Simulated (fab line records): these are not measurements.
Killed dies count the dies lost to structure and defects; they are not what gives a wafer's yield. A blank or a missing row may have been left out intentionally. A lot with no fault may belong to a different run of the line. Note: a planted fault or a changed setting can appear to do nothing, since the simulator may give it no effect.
Matching of chambers	flow nand-harc	4 sister chambers for NHARC_A_STAIRCASE_DESCUM_186 on rie-diel-03
The step chemistry O2, time 3 s. 8 wafers are shown with their chamber, then 8 later ones without.

== EACH WAFER AND ITS CHAMBER ==
wafer	chamber	showerhead-plenum-p-Torr (Torr)	drypump-motor-current-A (A)
L497.6	2	1.95	6.1
L495.1	3	1.84	5.9
L495.3	1	1.94	5.6
L495.4	0	1.83	6.1
L496.3	3	1.84	5.9
L496.4	2	1.94	6.0
L496.6	0	1.83	6.1
L501.1	1	1.94	5.6

== WAFERS MISSING THEIR CHAMBER ==
wafer	showerhead-plenum-p-Torr (Torr)	drypump-motor-current-A (A)
L501.5	1.82	6.1
L501.6	1.83	5.8
L502.1	1.83	5.8
L502.4	1.94	5.6
L502.6	1.94	6.0
L505.1	1.83	5.9
L505.4	1.82	6.1
L505.6	1.83	5.9

== CHAMBER TAKEN BY EACH ==
wafer	from the rows above	in truth
L501.5	0	0
L501.6	3	3
L502.1	3	3
L502.4	1	1
L502.6	2	2
L505.1	3	3
L505.4	0	0
L505.6	3	3
8 of 8 placed correctly. From these rows, 0 cannot be placed. Placed wrongly: 0.
How it was worked out, from the rows above alone: a wafer's distance from a chamber is the root of the sum, over the readings, of the square of ((its reading less the chamber's mean) divided by the reading's scatter). If the next closest chamber is less than 2 further off than the closest, the wafer can't be placed; otherwise it belongs to the closest. Each chamber's mean is taken over the wafers shown for it. The scatter: the root of (the sum of the squares of (reading less its chamber's mean) over the shown wafers, divided by (wafers less chambers)).
